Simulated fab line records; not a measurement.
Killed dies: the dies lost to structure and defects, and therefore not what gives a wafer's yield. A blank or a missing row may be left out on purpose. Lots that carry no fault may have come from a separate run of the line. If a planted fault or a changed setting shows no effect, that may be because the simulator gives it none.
fab line records	flow nand-harc
record: lots: 12	wafers: 36	last-day: 32
route steps=1302 shown A_SLIT@935 A_WL_FILL@954 END@1302
lots with no fault: from the same line, run without faults
start-h: hours from the record's first day to the start of the lot's first wafer shown	wait-h: hours since the lot's step before	" same as the row above	L1.1+2: one row covering several wafers at once	- no value, or no start given	* or withheld: withheld	< > ~ a bound
route shown NAME@n: names a module that has steps shown in the file, with the first one's number in the route	usual: mean and standard deviation over wafers with no fault	same: alike in all rows	chamber/n: place in a boat	sites: per-site readings	_std_site: their standard deviation	_edge_site: the outer-site mean with the inner-site mean subtracted	radius-mm: how far each site lies from the wafer's centre	mask NAME#n: copy n	behind: the tool/chamber that last shaped the wafer	hold: what put the lot on hold/how long, in hours/how the hold closed	device: the n, p or np transistor that did not switch	end of line: at the end of the route, the tests of the same wafers	for a step that has no rows: nothing shown but its recipe	killed: not the wafer's yield, but the dies lost to structure and defects at the first sort	map: a wafer's dies, marking killed ones x, the rest . and places with no die _
set.NAME: the setting as run; set.NAME@STEP: as run at that earlier step	model.NAME: the simulator's own value behind a step, which no gauge read
steps of the route over a sample of lots; a table a step, a row a wafer
services: when a tool's chamber went out of use (start-h, in hours from the record's first day, below 0 if earlier), for how many hours, and the reason
== steps ==
step: NHARC_A_SLIT_INSPECT_11
usual: raw-defect-count: 49/29
lot.wafer	tool	chamber	start-h	wait-h	raw-defect-count
L928.1	defect-inspect-01	-	478.26	0.0	17
L928.2	"	-	"	"	14
L928.4	"	-	"	"	12
L927.1	defect-inspect-02	-	478.42	0.0	107
L927.3	"	-	"	"	114
L927.4	"	-	"	"	126
L929.1	defect-inspect-02	-	486.86	0.0	51
L929.2	"	-	"	"	62
L929.6	"	-	"	"	76
L930.1	defect-inspect-01	-	495.43	0.0	75
L930.3	"	-	"	"	76
L930.4	"	-	"	"	66
L931.2	defect-inspect-01	-	499.19	0.0	21
L931.3	"	-	"	"	31
L931.5	"	-	"	"	28
L933.4	defect-inspect-02	-	511.98	0.0	119
L933.5	"	-	"	"	109
L933.6	"	-	"	"	126
L932.3	defect-inspect-01	-	512.19	0.0	23
L932.4	"	-	"	"	21
L932.6	"	-	"	"	23
L934.1	defect-inspect-01	-	525.95	0.0	73
L934.2	"	-	"	"	66
L934.5	"	-	"	"	70
L935.2	defect-inspect-02	-	538.07	0.0	71
L935.3	"	-	"	"	82
L935.5	"	-	"	"	76
L936.1	defect-inspect-01	-	548.43	0.0	41
L936.3	"	-	"	"	36
L936.5	"	-	"	"	29
L947.3	defect-inspect-02	-	639.80	0.0	34
L947.4	"	-	"	"	24
L947.5	"	-	"	"	30
L946.2	defect-inspect-02	-	640.21	0.0	76
L946.4	"	-	"	"	79
L946.6	"	-	"	"	60
step: NHARC_A_SLIT_DESCUM_14
recipe: time-s: 3	o2-flow-sccm: 200	ar-flow-sccm: 0	bias-power-w: 0	chemistry: O2
usual: chamber-pressure-mTorr: 60.00/0.054	drypump-motor-current-A: 5.7/0.55	mfc-ar-sccm: 0.009/0.016	oes-product-au: 1.001/0.008	rf-vpp-V: 57.9/0.91	showerhead-plenum-p-Torr: 1.95/0.071	throttle-valve-pct: 11.312/0.0086
same: time-s: 3
lot.wafer	tool	chamber	start-h	wait-h	chamber-pressure-mTorr	drypump-motor-current-A	mfc-ar-sccm	oes-product-au	rf-hours-counter-h	rf-vpp-V	showerhead-plenum-p-Torr	throttle-valve-pct
L928.1	rie-diel-09	1	478.33	0.1	60.04	5.2	0	0.997	10	59.1	2.05	11.308
L928.2	"	2	"	"	60.06	4.8	0	0.994	7	58.7	2.01	11.321
L928.4	"	3	"	"	59.98	5.9	0	0.992	10	57.9	1.99	11.309
L927.1	rie-diel-11	3	478.49	0.1	59.93	6.5	0.037	1.007	1	58.1	1.96	11.318
L927.3	"	0	"	"	59.99	5.3	0	1.019	2	58.0	1.95	11.318
L927.4	"	1	"	"	60.04	6.7	0	1.011	2	56.7	1.90	11.315
L929.1	rie-diel-09	0	486.93	0.1	60.05	5.5	0.000	0.999	10	58.4	1.96	11.315
L929.2	"	1	"	"	60.07	5.2	0	0.997	11	58.6	2.05	11.307
L929.6	"	0	"	"	60.05	5.5	0.000	0.997	-	58.9	1.96	11.302
L930.1	rie-diel-11	0	495.50	0.1	60.04	5.2	0	0.998	3	58.0	1.95	11.325
L930.3	"	2	"	"	60.00	5.8	0	1.013	2	58.0	1.86	11.308
L930.4	"	3	"	"	59.90	6.5	0.037	0.999	2	57.6	1.96	11.328
L931.3	rie-diel-11	2	499.25	0.1	59.94	5.8	0	1.009	3	57.2	1.86	11.314
L931.2	"	3	"	"	60.00	6.5	0.037	1.000	3	55.7	1.95	11.298
L931.5	"	3	"	"	59.94	6.5	0.037	1.009	-	57.9	1.96	11.322
L933.4	rie-diel-08	2	512.07	0.1	60.06	5.5	0	0.999	6	58.0	1.79	11.305
L933.6	"	3	"	"	60.02	5.4	0.037	1.002	-	57.5	1.94	11.312
L933.5	"	0	"	"	59.95	6.0	0.024	0.994	-	58.4	1.79	11.317
L932.4	rie-diel-09	1	512.26	0.1	59.94	5.2	0	0.986	0	58.1	2.05	11.293
L932.3	"	2	"	"	59.91	4.8	0	0.992	0	57.9	2.01	11.320
L932.6	"	0	"	"	59.92	5.5	0.000	0.988	-	56.6	1.96	11.309
L934.1	rie-diel-11	2	526.01	0.1	60.08	5.8	0	0.984	4	58.4	1.86	11.323
L934.2	"	1	"	"	59.97	6.7	0	0.989	6	57.3	1.90	11.314
L934.5	"	3	"	"	60.07	6.5	0.037	0.998	-	57.8	1.95	11.317
L935.2	rie-diel-09	1	538.14	0.1	59.93	5.2	0	0.985	2	58.9	2.05	11.298
L935.3	"	3	"	"	60.12	5.8	0	0.981	2	58.5	1.99	11.313
L935.5	"	1	"	"	59.98	5.2	0	0.999	-	58.5	2.05	11.306
L936.3	rie-diel-09	3	548.50	0.1	60.05	5.8	0	1.009	2	58.4	1.99	11.301
L936.1	"	1	"	"	60.00	5.2	0	1.016	2	58.6	2.05	11.309
L936.5	"	3	"	"	60.03	5.8	0	1.004	-	58.3	1.99	11.300
L947.4	rie-diel-11	1	639.88	0.1	60.10	6.7	0	0.999	2	58.4	1.90	11.321
L947.3	"	2	"	"	60.05	5.8	0	0.989	2	56.5	1.86	11.320
L947.5	"	3	"	"	60.01	6.5	0.037	0.988	-	58.4	1.95	11.311
L946.2	rie-diel-08	1	640.27	0.1	60.05	5.2	0.039	1.016	3	59.7	2.03	11.320
L946.4	"	2	"	"	59.94	5.5	0	1.008	4	58.6	1.79	11.315
L946.6	"	1	"	"	60.03	5.2	0.039	1.002	-	58.8	2.03	11.298
step: NHARC_A_WL_FILL_ALD_02
recipe: target-thk-a: 20	pulse-time-s: 3	ald-cycles: 100	temp-c: 450	material: TiN
usual: ald-cycles: 100/0	heater-power-w: 1099/73	precursor-pulse-height-rel: 1.001/0.022
lot.wafer	tool	chamber	start-h	wait-h	ald-cycles	heater-power-w	precursor-pulse-height-rel
L928.1	ald-metal-04	1	492.03	0.2	100	1028	0.993
L928.2	"	2	"	"	100	1037	1.010
L928.4	"	3	"	"	100	1045	1.020
L927.3	ald-metal-03	2	492.32	0.1	100	1233	0.993
L927.4	"	0	"	"	100	987	1.003
L927.1	"	1	"	"	100	1091	1.003
L929.2	ald-metal-02	3	504.10	0.2	100	1055	1.022
L929.1	"	0	"	"	100	1050	0.987
L929.6	"	2	"	"	100	1131	0.972
L930.4	ald-metal-03	3	508.95	0.1	100	1136	0.978
L930.3	"	0	"	"	100	999	1.040
L930.1	"	2	"	"	100	1244	0.964
L931.3	ald-metal-02	2	512.94	0.1	100	1175	0.999
L931.2	"	3	"	"	100	1064	0.996
L931.5	"	3	"	"	100	1049	1.002
L932.4	ald-metal-04	1	527.04	0.1	100	1025	1.017
L932.3	"	3	"	"	100	1036	1.003
L932.6	"	2	"	"	100	1054	0.964
L933.6	ald-metal-03	0	527.45	0.2	100	1018	0.994
L933.4	"	1	"	"	100	1109	0.999
L933.5	"	3	"	"	100	1151	1.006
L934.1	ald-metal-02	2	541.68	0.3	100	1151	0.992
L934.2	"	3	"	"	100	1080	1.037
L934.5	"	1	"	"	100	1041	1.001
L935.3	ald-metal-02	1	552.06	0.1	100	1062	1.012
L935.2	"	2	"	"	100	1146	0.953
L935.5	"	1	"	"	100	1035	1.011
L936.1	ald-metal-03	2	561.97	0.2	100	1227	0.993
L936.3	"	3	"	"	100	1179	1.014
L936.5	"	3	"	"	100	1168	0.963
L947.3	ald-metal-03	1	653.40	0.1	86	1086	0.960
L947.4	"	0	"	"	86	991	0.961
L947.5	"	1	"	"	100	1055	1.029
L946.4	ald-metal-03	2	657.18	0.1	86	1171	1.002
L946.2	"	3	"	"	86	1182	0.989
L946.6	"	2	"	"	100	1197	0.964
step: NHARC_A_WL_FILL_CVD_03
recipe: target-thk-a: 400	temp-c: 300	pressure-torr: 40	wf6-flow-sccm: 40	h2-flow-sccm: 1600	ar-flow-sccm: 1560	time-s: 279	material: W
usual: heater-power-w: 462/49	mfc-ar-sccm: 1560/4	mfc-h2-sccm: 1599/5.5	throttle-valve-pct: 7.94/0.23
same: time-s: 279
lot.wafer	tool	chamber	start-h	wait-h	heater-power-w	mfc-ar-sccm	mfc-h2-sccm	throttle-valve-pct
L928.2	cvd-w-02	0	492.42	0.1	427	1564	1595	7.82
L928.1	"	1	"	"	413	1557	1596	7.86
L928.4	"	1	"	"	414	1559	1596	7.99
L927.1	cvd-w-01	0	492.81	0.1	506	1564	1590	7.94
L927.3	"	1	"	"	528	1556	1598	8.41
L927.4	"	0	"	"	510	1563	1593	7.73
L929.1	cvd-w-01	1	504.46	0.1	532	1563	1595	8.20
L929.2	"	0	"	"	508	1564	1599	8.09
L929.6	"	1	"	"	531	1567	1601	8.20
L930.1	cvd-w-02	1	509.44	0.1	413	1569	1602	7.90
L930.3	"	0	"	"	427	1565	1593	7.97
L930.4	"	1	"	"	413	1558	1592	7.79
L931.2	cvd-w-02	1	513.37	0.1	412	1553	1601	7.72
L931.3	"	1	"	"	416	1559	1592	8.08
L931.5	"	0	"	"	424	1556	1602	7.60
L932.4	cvd-w-01	0	527.58	0.2	506	1557	1597	7.89
L932.3	"	1	"	"	537	1561	1605	8.29
L932.6	"	1	"	"	527	1564	1610	7.90
L933.4	cvd-w-02	0	527.92	0.2	435	1564	1603	7.88
L933.5	"	0	"	"	430	1566	1614	7.95
L933.6	"	1	"	"	413	1558	1601	7.84
L934.1	cvd-w-02	0	542.04	0.1	435	1554	1594	8.10
L934.2	"	1	"	"	420	1558	1607	8.01
L934.5	"	0	"	"	430	1559	1593	8.05
L935.2	cvd-w-02	1	552.55	0.1	427	1563	1600	7.65
L935.3	"	1	"	"	414	1565	1598	7.75
L935.5	"	1	"	"	414	1568	1591	7.94
L936.1	cvd-w-02	1	562.40	0.1	417	1561	1598	8.21
L936.3	"	1	"	"	412	1563	1593	7.71
L936.5	"	1	"	"	422	1556	1600	7.75
L947.4	cvd-w-01	1	653.94	0.2	546	1550	1594	8.23
L947.3	"	0	"	"	532	1564	1606	8.13
L947.5	"	1	"	"	526	1560	1591	8.67
L946.2	cvd-w-01	0	657.67	0.1	499	1561	1602	7.86
L946.4	"	0	"	"	512	1565	1602	7.86
L946.6	"	1	"	"	536	1552	1601	8.18
step: NHARC_END_SORT_01
recipe: temp-c: 25
usual: killed-at-array: 50/18	killed-at-other: 0.8/1.1	killed-at-periphery: 4.1/2.9	killed-dies: 55/18	killed-open: 3.5/1.9	killed-short: 2.4/1.5
same: gross-dies: 677
lot.wafer	tool	chamber	start-h	wait-h	killed-at-array	killed-at-other	killed-at-periphery	killed-dies	killed-open	killed-short
L927.1	prober-02	0	591.72	2.5	60	0	1	61	6	0
L927.3	prober-02	0	593.35	3.1	56	0	5	61	5	0
L927.4	prober-02	0	594.16	3.4	66	2	2	70	2	3
L928.1	prober-01	0	591.79	2.5	39	0	8	47	6	3
L928.2	prober-01	0	592.59	2.8	37	1	6	44	6	1
L928.4	prober-01	0	594.19	3.4	36	1	4	41	1	5
L929.1	prober-02	0	603.76	2.5	75	0	2	77	5	3
L929.2	prober-02	0	604.57	2.8	69	0	3	72	2	2
L929.6	prober-02	0	607.78	4.0	69	0	1	70	3	3
L930.1	prober-01	0	603.81	2.6	48	0	2	50	3	1
L930.3	prober-01	0	605.41	3.1	46	0	2	48	1	1
L930.4	prober-01	0	606.21	3.4	49	2	6	57	4	6
L931.2	prober-01	0	619.72	2.8	28	1	5	34	4	4
L931.3	prober-01	0	620.51	3.1	22	0	10	32	5	1
L931.5	prober-01	0	622.11	3.7	21	0	8	29	5	2
L932.3	prober-01	0	632.90	3.1	22	3	4	29	6	2
L932.4	prober-01	0	633.69	3.4	25	0	5	30	4	5
L932.6	prober-01	0	635.27	3.9	28	1	2	31	8	1
L933.4	prober-02	0	633.75	3.4	84	1	14	99	6	1
L933.5	prober-02	0	634.56	3.7	80	0	1	81	2	1
L933.6	prober-02	0	635.37	4.0	76	0	8	84	5	5
L934.1	prober-01	0	647.23	2.5	83	1	4	88	3	1
L934.2	prober-01	0	648.03	2.8	75	0	1	76	3	4
L934.5	prober-01	0	650.44	3.7	70	2	3	75	2	0
L935.2	prober-02	0	647.51	2.8	59	0	4	63	6	5
L935.3	prober-02	0	648.31	3.1	56	2	3	61	1	3
L935.5	prober-02	0	649.91	3.7	59	1	4	64	8	3
L936.1	prober-02	0	670.14	2.5	45	0	3	48	4	0
L936.3	prober-02	0	671.77	3.1	54	2	8	64	4	2
L936.5	prober-02	0	673.41	3.8	59	3	2	64	1	6
L947.3	prober-02	0	748.45	3.1	40	0	6	46	3	3
L947.4	prober-02	0	749.24	3.4	30	1	4	35	2	0
L947.5	prober-02	0	750.04	3.7	27	0	2	29	1	2
L946.2	prober-01	0	763.18	2.8	54	2	8	64	2	3
L946.4	prober-01	0	764.80	3.4	57	4	14	75	6	2
L946.6	prober-01	0	766.41	4.0	51	1	8	60	3	1
killed by level:class
L927.1 A_CHANNEL_HOLE_D2:chamber-film-flake=26 A_CHANNEL_HOLE_D1:chamber-film-flake=15 A_CONTACT:chamber-film-flake=9 A_STAIRCASE:chamber-film-flake=3 A_CHANNEL_HOLE_D1:geometric-particle:open=2 P_CONTACT:geometric-particle:open=1 A_DECK1_JOINT:geometric-particle:open=1 A_ONON_D2:geometric-particle:open=1
L928.1 A_SLIT:chamber-film-flake=20 A_CHANNEL_HOLE_D2:chamber-film-flake=6 P_STI:chamber-film-flake=3 P_M0:geometric-particle:open=2 A_ONON_D1:geometric-particle:open=2 A_CHANNEL_HOLE_D1:chamber-film-flake=2 A_ONON_D1:geometric-particle:short=1 A_CHANNEL_FILL_D1:geometric-particle:short=1
L928.2 A_SLIT:chamber-film-flake=20 A_CHANNEL_HOLE_D2:chamber-film-flake=7 P_BONDPAD:chamber-film-flake=3 A_BLC:geometric-particle:open=2 A_CHANNEL_HOLE_D1:chamber-film-flake=2 A_CONTACT:chamber-film-flake=2 P_GATE:geometric-particle:open=1 P_CONTACT:geometric-particle:open=1
L927.3 A_CHANNEL_HOLE_D2:chamber-film-flake=18 A_CHANNEL_HOLE_D1:chamber-film-flake=16 A_CONTACT:chamber-film-flake=6 A_STAIRCASE:chamber-film-flake=4 A_CHANNEL_FILL_D2:chamber-film-flake=3 P_CONTACT:geometric-particle:open=2 A_DECK1_JOINT:chamber-film-flake=2 A_SGD_CUT:chamber-film-flake=2
L927.4 A_CHANNEL_HOLE_D1:chamber-film-flake=23 A_CHANNEL_HOLE_D2:chamber-film-flake=19 A_CONTACT:chamber-film-flake=8 A_CHANNEL_FILL_D2:chamber-film-flake=4 A_STAIRCASE:chamber-film-flake=4 A_CHANNEL_FILL_D2:geometric-particle:short=2 A_SGD_CUT:chamber-film-flake=2 THIN_TSV:chamber-film-flake=2
L928.4 A_SLIT:chamber-film-flake=21 A_CHANNEL_HOLE_D2:chamber-film-flake=4 A_CONTACT:chamber-film-flake=3 A_ONON_D2:geometric-particle:short=2 A_DECK1_JOINT:chamber-film-flake=2 P_GATE:geometric-particle:short=1 P_GATE:geometric-particle:open=1 A_ONON_D1:geometric-particle:short=1
L929.1 A_CHANNEL_HOLE_D2:chamber-film-flake=26 A_SLIT:chamber-film-flake=26 A_CONTACT:chamber-film-flake=9 A_CHANNEL_HOLE_D1:chamber-film-flake=3 A_STAIRCASE:chamber-film-flake=3 A_ONON_D1:geometric-particle:open=2 P_GATE:geometric-particle:open=1 A_ONON_D1:geometric-particle:short=1
L930.1 A_CHANNEL_HOLE_D1:chamber-film-flake=25 A_CHANNEL_HOLE_D2:chamber-film-flake=9 A_M0:chamber-film-flake=8 A_DECK1_JOINT:chamber-film-flake=2 P_CONTACT:geometric-particle:open=1 P_M0:geometric-particle:short=1 A_CHANNEL_FILL_D2:geometric-particle:open=1 A_WL_FILL:geometric-particle:open=1
L929.2 A_CHANNEL_HOLE_D2:chamber-film-flake=34 A_SLIT:chamber-film-flake=27 A_STAIRCASE:chamber-film-flake=2 A_CONTACT:chamber-film-flake=2 P_CONTACT:geometric-particle:short=1 P_CONTACT:geometric-particle:open=1 A_ONON_D1:geometric-particle:open=1 A_M0:geometric-particle:short=1
L930.3 A_CHANNEL_HOLE_D1:chamber-film-flake=29 A_CHANNEL_HOLE_D2:chamber-film-flake=9 P_GATE:chamber-film-flake=2 A_CHANNEL_FILL_D1:chamber-film-flake=2 A_DECK1_JOINT:chamber-film-flake=2 A_WL_FILL:geometric-particle:short=1 A_M0:geometric-particle:open=1 A_STAIRCASE:chamber-film-flake=1
L930.4 A_CHANNEL_HOLE_D1:chamber-film-flake=29 A_CHANNEL_HOLE_D2:chamber-film-flake=6 A_CONTACT:chamber-film-flake=5 P_GATE:chamber-film-flake=3 A_ONON_D1:geometric-particle:short=2 P_CONTACT:geometric-particle:open=1 P_M0:geometric-particle:short=1 P_M2:geometric-particle:short=1
L929.6 A_CHANNEL_HOLE_D2:chamber-film-flake=31 A_SLIT:chamber-film-flake=23 A_CHANNEL_HOLE_D1:chamber-film-flake=5 A_CONTACT:chamber-film-flake=3 A_ONON_D1:geometric-particle:short=1 A_CHANNEL_FILL_D2:geometric-particle:open=1 A_WL_FILL:geometric-particle:short=1 A_CONTACT:geometric-particle:open=1
L931.2 A_CHANNEL_HOLE_D2:chamber-film-flake=9 A_CHANNEL_HOLE_D1:chamber-film-flake=6 P_GATE:chamber-film-flake=4 A_STAIRCASE:chamber-film-flake=3 A_ONON_D1:geometric-particle:short=1 A_DECK1_JOINT:geometric-particle:open=1 A_DECK1_JOINT:geometric-particle:short=1 A_ONON_D2:geometric-particle:short=1
L931.3 A_CHANNEL_HOLE_D2:chamber-film-flake=14 P_GATE:chamber-film-flake=5 P_M0:geometric-particle:open=2 P_BONDPAD:chamber-film-flake=2 A_CHANNEL_HOLE_D1:chamber-film-flake=2 P_M1:geometric-particle:open=1 A_SOURCE_PLATE:geometric-particle:open=1 A_ONON_D1:geometric-particle:open=1
L931.5 A_CHANNEL_HOLE_D2:chamber-film-flake=8 P_GATE:chamber-film-flake=4 A_CHANNEL_HOLE_D1:chamber-film-flake=3 A_STAIRCASE:chamber-film-flake=3 P_M0:geometric-particle:open=2 A_BLC:geometric-particle:open=2 P_M2:geometric-particle:open=1 A_SOURCE_PLATE:geometric-particle:short=1
L932.3 A_CHANNEL_HOLE_D2:chamber-film-flake=8 A_SLIT:chamber-film-flake=4 THIN_TSV:chamber-film-flake=3 A_CHANNEL_HOLE_D1:chamber-film-flake=2 P_GATE:geometric-particle:open=1 P_M0:geometric-particle:open=1 P_GATE:chamber-film-flake=1 P_M1:geometric-particle:open=1
L932.4 A_CHANNEL_HOLE_D2:chamber-film-flake=8 A_CHANNEL_HOLE_D1:chamber-film-flake=3 A_CONTACT:chamber-film-flake=3 P_M1:geometric-particle:open=2 A_WL_FILL:geometric-particle:short=2 A_SLIT:chamber-film-flake=2 A_WL_FILL:chamber-film-flake=2 P_M0:geometric-particle:open=1
L933.4 A_SLIT:chamber-film-flake=32 A_CHANNEL_HOLE_D2:chamber-film-flake=26 A_CHANNEL_HOLE_D1:chamber-film-flake=16 P_GATE:chamber-film-flake=8 A_STAIRCASE:chamber-film-flake=3 A_CONTACT:chamber-film-flake=3 P_CONTACT:chamber-film-flake=2 P_STI:geometric-particle:short=1
L933.5 A_SLIT:chamber-film-flake=30 A_CHANNEL_HOLE_D1:chamber-film-flake=21 A_CHANNEL_HOLE_D2:chamber-film-flake=18 A_CONTACT:chamber-film-flake=5 A_WL_FILL:chamber-film-flake=3 A_ONON_D2:geometric-particle:open=1 A_CHANNEL_FILL_D2:geometric-particle:short=1 A_BLC:geometric-particle:open=1
L932.6 A_CHANNEL_HOLE_D2:chamber-film-flake=11 A_BLC:geometric-particle:open=2 A_CHANNEL_HOLE_D1:chamber-film-flake=2 A_STAIRCASE:chamber-film-flake=2 A_WL_FILL:chamber-film-flake=2 A_CONTACT:chamber-film-flake=2 P_M1:geometric-particle:open=1 P_M2:geometric-particle:short=1
L933.6 A_SLIT:chamber-film-flake=24 A_CHANNEL_HOLE_D2:chamber-film-flake=19 A_CHANNEL_HOLE_D1:chamber-film-flake=15 P_GATE:chamber-film-flake=5 A_CONTACT:chamber-film-flake=3 A_CHANNEL_FILL_D1:geometric-particle:short=2 A_ZERO_WELL:chamber-film-flake=2 P_GATE:geometric-particle:open=1
L934.1 A_SLIT:chamber-film-flake=33 A_CHANNEL_HOLE_D2:chamber-film-flake=32 A_CONTACT:chamber-film-flake=5 A_CHANNEL_HOLE_D1:chamber-film-flake=4 A_WL_FILL:chamber-film-flake=3 P_CONTACT:chamber-film-flake=2 A_STAIRCASE:chamber-film-flake=2 P_M2:geometric-particle:open=1
L935.2 A_CHANNEL_HOLE_D1:chamber-film-flake=23 A_CHANNEL_HOLE_D2:chamber-film-flake=15 A_CONTACT:chamber-film-flake=6 A_STAIRCASE:chamber-film-flake=3 A_WL_FILL:chamber-film-flake=2 P_STI:geometric-particle:short=1 P_CONTACT:geometric-particle:short=1 P_M0:geometric-particle:open=1
L934.2 A_SLIT:chamber-film-flake=33 A_CHANNEL_HOLE_D2:chamber-film-flake=21 A_CONTACT:chamber-film-flake=7 A_STAIRCASE:chamber-film-flake=3 A_CHANNEL_HOLE_D1:chamber-film-flake=2 A_ONON_D2:geometric-particle:short=1 A_CHANNEL_FILL_D2:geometric-particle:open=1 A_CHANNEL_FILL_D2:geometric-particle:short=1
L935.3 A_CHANNEL_HOLE_D1:chamber-film-flake=27 A_CHANNEL_HOLE_D2:chamber-film-flake=11 A_CONTACT:chamber-film-flake=10 A_STAIRCASE:chamber-film-flake=4 THIN_TSV:chamber-film-flake=2 P_CONTACT:geometric-particle:open=1 P_M2:geometric-particle:short=1 A_CHANNEL_FILL_D1:geometric-particle:short=1
L935.5 A_CHANNEL_HOLE_D1:chamber-film-flake=23 A_CHANNEL_HOLE_D2:chamber-film-flake=19 A_CONTACT:chamber-film-flake=6 P_STI:geometric-particle:open=2 A_CHANNEL_FILL_D1:geometric-particle:short=2 A_CHANNEL_FILL_D1:geometric-particle:open=2 A_ONON_D1:geometric-particle:open=1 A_CHANNEL_FILL_D2:geometric-particle:open=1
L934.5 A_CHANNEL_HOLE_D2:chamber-film-flake=30 A_SLIT:chamber-film-flake=26 A_CONTACT:chamber-film-flake=4 A_CHANNEL_HOLE_D1:chamber-film-flake=3 A_STAIRCASE:chamber-film-flake=3 A_WL_FILL:chamber-film-flake=3 THIN_TSV:chamber-film-flake=2 P_GATE:geometric-particle:open=1
L936.1 A_SLIT:chamber-film-flake=21 A_CHANNEL_HOLE_D2:chamber-film-flake=8 A_CHANNEL_HOLE_D1:chamber-film-flake=4 A_CONTACT:chamber-film-flake=4 P_M2:chamber-film-flake=2 A_STAIRCASE:chamber-film-flake=2 A_WL_FILL:chamber-film-flake=2 P_CONTACT:geometric-particle:open=1
L936.3 A_SLIT:chamber-film-flake=26 A_CHANNEL_HOLE_D2:chamber-film-flake=16 P_M2:chamber-film-flake=5 A_CHANNEL_HOLE_D1:chamber-film-flake=4 P_CONTACT:geometric-particle:open=2 A_WL_FILL:chamber-film-flake=2 A_CHANNEL_HOLE_D2:geometric-particle:open=1 A_BLC:geometric-particle:open=1
L936.5 A_SLIT:chamber-film-flake=28 A_CHANNEL_HOLE_D2:chamber-film-flake=15 A_CONTACT:chamber-film-flake=5 THIN_TSV:chamber-film-flake=3 A_DECK1_JOINT:geometric-particle:short=2 P_GATE:geometric-particle:open=1 A_ONON_D1:geometric-particle:short=1 A_CHANNEL_FILL_D2:geometric-particle:short=1
L947.3 A_CHANNEL_HOLE_D1:chamber-film-flake=18 P_BONDPAD:chamber-film-flake=5 A_SLIT:chamber-film-flake=5 A_CHANNEL_FILL_D2:chamber-film-flake=4 A_CHANNEL_HOLE_D2:chamber-film-flake=3 A_SGD_CUT:geometric-particle:open=2 A_STAIRCASE:chamber-film-flake=2 P_STI:geometric-particle:short=1
L947.4 A_CHANNEL_HOLE_D1:chamber-film-flake=17 A_BONDPAD:chamber-film-flake=6 A_SLIT:chamber-film-flake=3 P_BONDPAD:chamber-film-flake=3 A_SOURCE_PLATE:geometric-particle:open=1 A_ONON_D1:geometric-particle:open=1 P_GATE:chamber-film-flake=1 A_CHANNEL_HOLE_D2:chamber-film-flake=1
L947.5 A_CHANNEL_HOLE_D1:chamber-film-flake=13 A_CHANNEL_HOLE_D2:chamber-film-flake=5 A_SLIT:chamber-film-flake=4 A_ONON_D2:geometric-particle:short=2 A_STAIRCASE:chamber-film-flake=2 P_GATE:geometric-particle:open=1 P_BONDPAD:chamber-film-flake=1 A_M1:chamber-film-flake=1
L946.2 A_CHANNEL_HOLE_D1:chamber-film-flake=25 A_CONTACT:chamber-film-flake=8 A_CHANNEL_HOLE_D2:chamber-film-flake=7 P_GATE:chamber-film-flake=3 P_CONTACT:chamber-film-flake=3 A_CHANNEL_FILL_D2:chamber-film-flake=3 A_STAIRCASE:chamber-film-flake=3 A_CHANNEL_FILL_D2:geometric-particle:open=2
L946.4 A_CHANNEL_HOLE_D1:chamber-film-flake=34 A_CHANNEL_HOLE_D2:chamber-film-flake=8 P_CONTACT:chamber-film-flake=6 A_CONTACT:chamber-film-flake=5 THIN_TSV:chamber-film-flake=4 P_CONTACT:geometric-particle:open=3 A_CHANNEL_FILL_D2:chamber-film-flake=2 P_M1:geometric-particle:open=2
L946.6 A_CHANNEL_HOLE_D1:chamber-film-flake=26 A_SLIT:chamber-film-flake=8 A_CONTACT:chamber-film-flake=6 P_CONTACT:chamber-film-flake=4 A_CHANNEL_FILL_D1:geometric-particle:open=3 P_GATE:chamber-film-flake=2 A_CHANNEL_HOLE_D2:chamber-film-flake=2 A_CHANNEL_FILL_D2:chamber-film-flake=2
== services ==
tool	chamber	start-h	hours	kind
rie-diel-11	2	460.09	5.4	repair
cvd-w-02	0	467.05	6.0	repair
cvd-w-01	1	467.85	12.7	repair
ald-metal-03	3	470.73	16.2	repair
ald-metal-04	-	474.00	10.0	pm
rie-diel-09	-	477.43	0.3	repair
rie-diel-08	3	484.40	1.7	repair
cvd-w-01	-	493.27	8.6	repair
rie-diel-09	-	497.11	9.0	pm
ald-metal-03	2	526.48	4.2	repair
rie-diel-11	1	526.70	4.2	repair
cvd-w-02	-	528.26	0.5	repair
cvd-w-01	-	547.00	13.0	pm
rie-diel-11	0	547.79	6.7	repair
rie-diel-09	1	554.99	29.8	repair
ald-metal-03	-	568.00	10.0	pm
cvd-w-02	1	590.00	8.1	repair
rie-diel-11	-	606.65	0.4	repair
rie-diel-11	-	609.50	9.0	pm
ald-metal-02	-	610.00	10.0	pm
ald-metal-03	2	620.32	27.2	repair
cvd-w-02	-	631.10	13.0	pm
ald-metal-03	-	640.13	0.5	repair
cvd-w-01	-	656.21	0.9	repair
== key ==
first-sign: step: NHARC_A_WL_FILL_ALD_02	reading: ald-cycles	direction: down	sigmas: 99+	usual: 100	struck: 86
effect none on later readings
met-at NHARC_A_WL_FILL_ALD_02
struck-lots L946,L947
struck-wafers L946.2,L946.4,L947.3,L947.4
tester-left-out L946,L947
not-acting-at NHARC_A_SLIT_INSPECT_11,NHARC_A_SLIT_DESCUM_14,NHARC_A_WL_FILL_CVD_03
onset-between 561.97 653.40
fault: kind: process-parameter-drift	tool: ald-metal-03	chamber: -	onset-h: 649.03	steps: NHARC_A_WL_FILL_ALD_02	channel: ald-cycles	offset: -14	shape: step	end-h: 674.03	scope: struck-wafers-only	acts-in: these-recipes-only	stated: 100
tester-left-out: of these lots the tester's yield and bins aren't shown, on N5 and GAA mostly nor the transistor test; their killed dies are dies lost to structure and defects alone, not to doping, threshold or leakage, so they don't give the yield
